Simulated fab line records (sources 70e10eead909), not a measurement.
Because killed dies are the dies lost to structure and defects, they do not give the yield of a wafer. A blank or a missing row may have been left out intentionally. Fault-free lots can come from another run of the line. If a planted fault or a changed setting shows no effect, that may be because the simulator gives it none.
Which tool is to blame? / flow nand harc / Sampling: 12 lots, 36 wafers, 5 of 1159 route steps

## WHAT THE GAUGES SHOWED, per wafer
NHARC_END_SORT_01.
lot=L571; measured=day 22 02:01; on=prober-02; killed at array=671 673 672; killed at other=1 0 0; killed at periphery=5 4 5; killed dies=677 677 677; killed open=1 1 0; killed short=0 2 2
lot=L574; measured=day 22 03:26; on=prober-01; killed at array=674 674 675; killed at other=1 1 0; killed at periphery=2 2 2; killed dies=677 677 677; killed open=5 4 2; killed short=0 2 3

## TOOL THAT RAN EACH LOT (tool first, then ch and the chambers of the sampled wafers, then the start)
lot=L561; NHARC_A_STAIRCASE_CMP_450=cmp-01 ch 0,2,3, day 14 05:44; NHARC_A_STAIRCASE_ETCHBACK_422=rie diel-12 ch 0,3, day 14 06:15; NHARC_A_STAIRCASE_ETCHBACK_157=rie diel-05 ch 2,3, day 14 06:36; NHARC_A_STAIRCASE_CMP_472=cmp-04 ch 0,1,2, day 14 07:14
lot=L564; NHARC_A_STAIRCASE_CMP_450=cmp-01 ch 1,2,3, day 14 17:15; NHARC_A_STAIRCASE_ETCHBACK_422=rie diel-05 ch 0,1,2, day 14 17:52; NHARC_A_STAIRCASE_ETCHBACK_157=rie diel-05 ch 0,1,3, day 14 18:16; NHARC_A_STAIRCASE_CMP_472=cmp-01 ch 0,2,3, day 14 19:02
lot=L567; NHARC_A_STAIRCASE_CMP_450=cmp-01 ch 1,2,3, day 15 05:53; NHARC_A_STAIRCASE_ETCHBACK_422=rie diel-12 ch 0,1, day 15 06:29; NHARC_A_STAIRCASE_ETCHBACK_157=rie diel-12 ch 0,1,3, day 15 06:53; NHARC_A_STAIRCASE_CMP_472=cmp-04 ch 1,3, day 15 07:31
lot=L565; NHARC_A_STAIRCASE_CMP_450=cmp-02 ch 1,2,3, day 15 11:47; NHARC_A_STAIRCASE_ETCHBACK_422=rie diel-02 ch 0,2,3, day 15 12:20; NHARC_A_STAIRCASE_ETCHBACK_157=rie diel-02 ch 1,2,3, day 15 12:45; NHARC_A_STAIRCASE_CMP_472=cmp-04 ch 1,2,3, day 15 13:22
lot=L568; NHARC_A_STAIRCASE_CMP_450=cmp-02 ch 0,3, day 15 23:51; NHARC_A_STAIRCASE_ETCHBACK_422=rie diel-12 ch 0,2,3, day 16 00:24; NHARC_A_STAIRCASE_ETCHBACK_157=rie diel-12 ch 0,2, day 16 00:45; NHARC_A_STAIRCASE_CMP_472=cmp-01 ch 0,1,2, day 16 01:18
lot=L570; NHARC_A_STAIRCASE_CMP_450=cmp-01 ch 0,1, day 16 10:40; NHARC_A_STAIRCASE_ETCHBACK_422=rie diel-05 ch 0,1,3, day 16 11:13; NHARC_A_STAIRCASE_ETCHBACK_157=rie diel-05 ch 0,1,3, day 16 11:37; NHARC_A_STAIRCASE_CMP_472=cmp-04 ch 0,1,2, day 16 12:11
lot=L571; NHARC_A_STAIRCASE_CMP_450=cmp-01 ch 0,1,3, day 16 23:14; NHARC_A_STAIRCASE_ETCHBACK_422=rie diel-05 ch 1,2,3, day 16 23:46; NHARC_A_STAIRCASE_ETCHBACK_157=rie diel-05 ch 0,1, day 17 00:08; NHARC_A_STAIRCASE_CMP_472=cmp-02 ch 0,1,3, day 17 00:40
lot=L574; NHARC_A_STAIRCASE_CMP_450=cmp-04 ch 1,2, day 16 23:21; NHARC_A_STAIRCASE_ETCHBACK_422=rie diel-05 ch 0,1, day 16 23:54; NHARC_A_STAIRCASE_ETCHBACK_157=rie diel-02 ch 1,2,3, day 17 00:19; NHARC_A_STAIRCASE_CMP_472=cmp-01 ch 0,3, day 17 00:50
lot=L580; NHARC_A_STAIRCASE_CMP_450=cmp-01 ch 0,3, day 18 07:50; NHARC_A_STAIRCASE_ETCHBACK_422=rie diel-05 ch 0,2,3, day 18 08:22; NHARC_A_STAIRCASE_ETCHBACK_157=rie diel-12 ch 0,1,3, day 18 08:48; NHARC_A_STAIRCASE_CMP_472=cmp-01 ch 0,1,3, day 18 11:11
lot=L583; NHARC_A_STAIRCASE_CMP_450=cmp-01 ch 0,1,2, day 19 08:38; NHARC_A_STAIRCASE_ETCHBACK_422=rie diel-02 ch 0,2,3, day 19 09:10; NHARC_A_STAIRCASE_ETCHBACK_157=rie diel-02 ch 0,2,3, day 19 09:32; NHARC_A_STAIRCASE_CMP_472=cmp-04 ch 1,2,3, day 19 10:07
lot=L582; NHARC_A_STAIRCASE_CMP_450=cmp-04 ch 1,2,3, day 19 08:40; NHARC_A_STAIRCASE_ETCHBACK_422=rie diel-12 ch 0,1,3, day 19 09:13; NHARC_A_STAIRCASE_ETCHBACK_157=rie diel-05 ch 1,3, day 19 09:34; NHARC_A_STAIRCASE_CMP_472=cmp-04 ch 0,1, day 19 10:18
lot=L581; NHARC_A_STAIRCASE_CMP_450=cmp-02 ch 0,1,3, day 19 10:04; NHARC_A_STAIRCASE_ETCHBACK_422=rie diel-12 ch 0,2, day 19 10:34; NHARC_A_STAIRCASE_ETCHBACK_157=rie diel-02 ch 0,2,3, day 19 10:56; NHARC_A_STAIRCASE_CMP_472=cmp-04 ch 0,1,3, day 19 11:35
- NHARC_A_STAIRCASE_CMP_450: polishes SiO2, target thk 200 nm.
- NHARC_A_STAIRCASE_ETCHBACK_422: etches the open film in CH3F/O2, target depth 40 nm, time 74.286 s.
- NHARC_A_STAIRCASE_ETCHBACK_157: etches the open film in CH3F/O2, target depth 90 nm, time 167.14 s.
- NHARC_A_STAIRCASE_CMP_472: polishes SiO2.

## WHAT THE TOOLS THEMSELVES READ (means of the sampled wafers that have a number; where no wafer has one, the mark that the record gives instead)
NHARC_A_STAIRCASE_CMP_450.
lot=L561; tool=cmp-01; edge zone pressure frac=0.999; motor current A (A)=11.9
lot=L564; tool=cmp-01; edge zone pressure frac=0.997; motor current A (A)=12.0
lot=L567; tool=cmp-01; edge zone pressure frac=1.001; motor current A (A)=12.3
lot=L565; tool=cmp-02; edge zone pressure frac=1.004; motor current A (A)=11.4
lot=L568; tool=cmp-02; edge zone pressure frac=1.000; motor current A (A)=11.9
lot=L570; tool=cmp-01; edge zone pressure frac=1.000; motor current A (A)=11.3
lot=L571; tool=cmp-01; edge zone pressure frac=-; motor current A (A)=-
lot=L574; tool=cmp-04; edge zone pressure frac=-; motor current A (A)=-
lot=L580; tool=cmp-01; edge zone pressure frac=0.999; motor current A (A)=12.1
lot=L583; tool=cmp-01; edge zone pressure frac=1.001; motor current A (A)=12.3
lot=L582; tool=cmp-04; edge zone pressure frac=0.995; motor current A (A)=12.0
lot=L581; tool=cmp-02; edge zone pressure frac=1.003; motor current A (A)=12.5

NHARC_A_STAIRCASE_ETCHBACK_422.
lot=L561; tool=rie diel-12; drypump motor current A (A)=5.7; oes product au (a.u.)=0.99; rf vpp V (V)=246.9; showerhead plenum p Torr (Torr)=2.61; throttle valve pct (%)=20.664
lot=L564; tool=rie diel-05; drypump motor current A (A)=5.9; oes product au (a.u.)=0.99; rf vpp V (V)=244.5; showerhead plenum p Torr (Torr)=2.51; throttle valve pct (%)=20.664
lot=L567; tool=rie diel-12; drypump motor current A (A)=5.8; oes product au (a.u.)=1.00; rf vpp V (V)=247.0; showerhead plenum p Torr (Torr)=2.63; throttle valve pct (%)=20.664
lot=L565; tool=rie diel-02; drypump motor current A (A)=5.8; oes product au (a.u.)=0.99; rf vpp V (V)=243.5; showerhead plenum p Torr (Torr)=2.34; throttle valve pct (%)=20.665
lot=L568; tool=rie diel-12; drypump motor current A (A)=5.7; oes product au (a.u.)=0.92; rf vpp V (V)=245.8; showerhead plenum p Torr (Torr)=2.56; throttle valve pct (%)=20.675
lot=L570; tool=rie diel-05; drypump motor current A (A)=6.1; oes product au (a.u.)=1.00; rf vpp V (V)=243.8; showerhead plenum p Torr (Torr)=2.46; throttle valve pct (%)=20.667
lot=L571; tool=rie diel-05; drypump motor current A (A)=6.2; oes product au (a.u.)=1.01; rf vpp V (V)=245.0; showerhead plenum p Torr (Torr)=2.48; throttle valve pct (%)=20.666
lot=L574; tool=rie diel-05; drypump motor current A (A)=5.9; oes product au (a.u.)=1.01; rf vpp V (V)=244.4; showerhead plenum p Torr (Torr)=2.46; throttle valve pct (%)=20.662
lot=L580; tool=rie diel-05; drypump motor current A (A)=6.2; oes product au (a.u.)=1.00; rf vpp V (V)=244.4; showerhead plenum p Torr (Torr)=2.49; throttle valve pct (%)=20.666
lot=L583; tool=rie diel-02; drypump motor current A (A)=5.8; oes product au (a.u.)=0.92; rf vpp V (V)=242.3; showerhead plenum p Torr (Torr)=2.32; throttle valve pct (%)=20.667
lot=L582; tool=rie diel-12; drypump motor current A (A)=5.7; oes product au (a.u.)=0.93; rf vpp V (V)=245.9; showerhead plenum p Torr (Torr)=2.59; throttle valve pct (%)=20.662
lot=L581; tool=rie diel-12; drypump motor current A (A)=5.8; oes product au (a.u.)=0.92; rf vpp V (V)=244.9; showerhead plenum p Torr (Torr)=2.52; throttle valve pct (%)=20.666

NHARC_A_STAIRCASE_ETCHBACK_157.
lot=L561; tool=rie diel-05; drypump motor current A (A)=6.3; oes product au (a.u.)=0.92; rf vpp V (V)=244.8; showerhead plenum p Torr (Torr)=2.54; throttle valve pct (%)=20.664
lot=L564; tool=rie diel-05; drypump motor current A (A)=6.1; oes product au (a.u.)=1.00; rf vpp V (V)=244.9; showerhead plenum p Torr (Torr)=2.46; throttle valve pct (%)=20.664
lot=L567; tool=rie diel-12; drypump motor current A (A)=5.7; oes product au (a.u.)=1.00; rf vpp V (V)=246.4; showerhead plenum p Torr (Torr)=2.60; throttle valve pct (%)=20.663
lot=L565; tool=rie diel-02; drypump motor current A (A)=6.0; oes product au (a.u.)=1.00; rf vpp V (V)=242.4; showerhead plenum p Torr (Torr)=2.34; throttle valve pct (%)=20.663
lot=L568; tool=rie diel-12; drypump motor current A (A)=5.8; oes product au (a.u.)=0.96; rf vpp V (V)=246.2; showerhead plenum p Torr (Torr)=2.59; throttle valve pct (%)=20.673
lot=L570; tool=rie diel-05; drypump motor current A (A)=6.1; oes product au (a.u.)=0.99; rf vpp V (V)=244.4; showerhead plenum p Torr (Torr)=2.46; throttle valve pct (%)=20.662
lot=L571; tool=rie diel-05; drypump motor current A (A)=5.9; oes product au (a.u.)=0.99; rf vpp V (V)=244.6; showerhead plenum p Torr (Torr)=2.47; throttle valve pct (%)=20.661
lot=L574; tool=rie diel-02; drypump motor current A (A)=6.0; oes product au (a.u.)=1.00; rf vpp V (V)=241.6; showerhead plenum p Torr (Torr)=2.33; throttle valve pct (%)=20.668
lot=L580; tool=rie diel-12; drypump motor current A (A)=5.7; oes product au (a.u.)=1.01; rf vpp V (V)=246.2; showerhead plenum p Torr (Torr)=2.59; throttle valve pct (%)=20.665
lot=L583; tool=rie diel-02; drypump motor current A (A)=5.8; oes product au (a.u.)=0.96; rf vpp V (V)=242.7; showerhead plenum p Torr (Torr)=2.32; throttle valve pct (%)=20.659
lot=L582; tool=rie diel-05; drypump motor current A (A)=6.1; oes product au (a.u.)=0.93; rf vpp V (V)=244.1; showerhead plenum p Torr (Torr)=2.44; throttle valve pct (%)=20.672
lot=L581; tool=rie diel-02; drypump motor current A (A)=5.8; oes product au (a.u.)=0.99; rf vpp V (V)=242.7; showerhead plenum p Torr (Torr)=2.32; throttle valve pct (%)=20.662

NHARC_A_STAIRCASE_CMP_472.
lot=L561; tool=cmp-04; edge zone pressure frac=1.001; motor current A (A)=12.5
lot=L564; tool=cmp-01; edge zone pressure frac=0.999; motor current A (A)=11.8
lot=L567; tool=cmp-04; edge zone pressure frac=1.000; motor current A (A)=12.9
lot=L565; tool=cmp-04; edge zone pressure frac=1.004; motor current A (A)=12.3
lot=L568; tool=cmp-01; edge zone pressure frac=1.004; motor current A (A)=11.7
lot=L570; tool=cmp-04; edge zone pressure frac=0.995; motor current A (A)=12.2
lot=L571; tool=cmp-02; edge zone pressure frac=1.001; motor current A (A)=12.8
lot=L574; tool=cmp-01; edge zone pressure frac=1.006; motor current A (A)=11.7
lot=L580; tool=cmp-01; edge zone pressure frac=1.001; motor current A (A)=11.4
lot=L583; tool=cmp-04; edge zone pressure frac=0.996; motor current A (A)=12.2
lot=L582; tool=cmp-04; edge zone pressure frac=0.998; motor current A (A)=12.9
lot=L581; tool=cmp-04; edge zone pressure frac=1.000; motor current A (A)=12.6

## THE ANSWER, worked out from the rows above alone
Rule: what is usual is taken from the lots themselves. Put in order of their means at a reading, lots are off if they are a third of the lots or fewer, leave a main group of 4 or more, and stand apart from it by a gap of 3 or more times the standard deviation of the main group's means; of several such gaps the widest counts. A main group whose means are all the same, to the digits that the tables above print for the reading, isn't used. Also off: a lot with no number at a reading for which 4 or more lots have one. The other lots that the step has rows for count as sound. After the gauges, taken in route order, come the tools' own readings; for these a lot's mean is taken, as printed above. At the first step where some lot is off, the reading lying furthest off is the one used; lots without a number count as furthest.
Off, at NHARC_A_STAIRCASE_CMP_450 on edge zone pressure frac: L571, L574. Without a number there: L571, L574. The main group: mean 1.000, standard deviation 0.0025.
If a tool, at that step or one of the process steps before it, ran each lot that is off and ran no sound lot following the first of them, it fits. Not one of the candidates tried fits.

## WHAT THE SIMULATOR HAD PUT IN
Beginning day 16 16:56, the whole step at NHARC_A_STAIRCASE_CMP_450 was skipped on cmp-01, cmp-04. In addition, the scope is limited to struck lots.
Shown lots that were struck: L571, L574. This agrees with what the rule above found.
